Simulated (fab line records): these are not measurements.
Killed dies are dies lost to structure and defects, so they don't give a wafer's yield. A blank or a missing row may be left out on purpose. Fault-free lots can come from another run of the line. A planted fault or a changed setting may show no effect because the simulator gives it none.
Matching of chambers -- flow nand_harc -- NHARC_P_M2_PRE_CLEAN_32 on pecvd-01 has 3 sister chambers
The step time 12 s. 6 wafers are shown with their chamber, then 9 later ones without.

## EACH WAFER AND ITS CHAMBER
wafer,chamber,heater_power_w (W)
L080.6,1,637
L081.1,2,695
L081.3,1,630
L090.1,0,655
L090.4,2,625
L090.5,0,613

## WAFERS WITHOUT THEIR CHAMBER
wafer,heater_power_w (W)
L094.1,563
L094.2,657
L094.5,676
L096.3,652
L096.5,654
L096.6,629
L097.1,630
L097.3,625
L097.6,620

## THE CHAMBER EACH PASSED THROUGH
wafer,from the rows above,in truth
L094.1,can't be placed: 1 or 0 or 2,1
L094.2,can't be placed: 2 or 0 or 1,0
L094.5,can't be placed: 2 or 0 or 1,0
L096.3,can't be placed: 2 or 0 or 1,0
L096.5,can't be placed: 2 or 0 or 1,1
L096.6,can't be placed: 1 or 0 or 2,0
L097.1,can't be placed: 1 or 0 or 2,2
L097.3,can't be placed: 1 or 0 or 2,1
L097.6,can't be placed: 1 or 0 or 2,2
Placed correctly: 0 of 9. Cannot be placed on the basis of these rows: 9; the candidates contain the true chamber in 9. Wrongly placed: 0.
How it was worked out, from the rows above alone: a wafer's distance from a chamber is the root of the sum, over the readings, of the square of ((its reading less the chamber's mean) divided by the reading's scatter). The wafer belongs to the nearest chamber; if the next one is less than 2 further off, it can't be placed. The mean given for a chamber averages the wafers shown for that chamber. How the scatter is found: for the shown wafers, subtract from each reading the mean of its chamber, square and add these, divide the total by (wafers less chambers), then take the root.
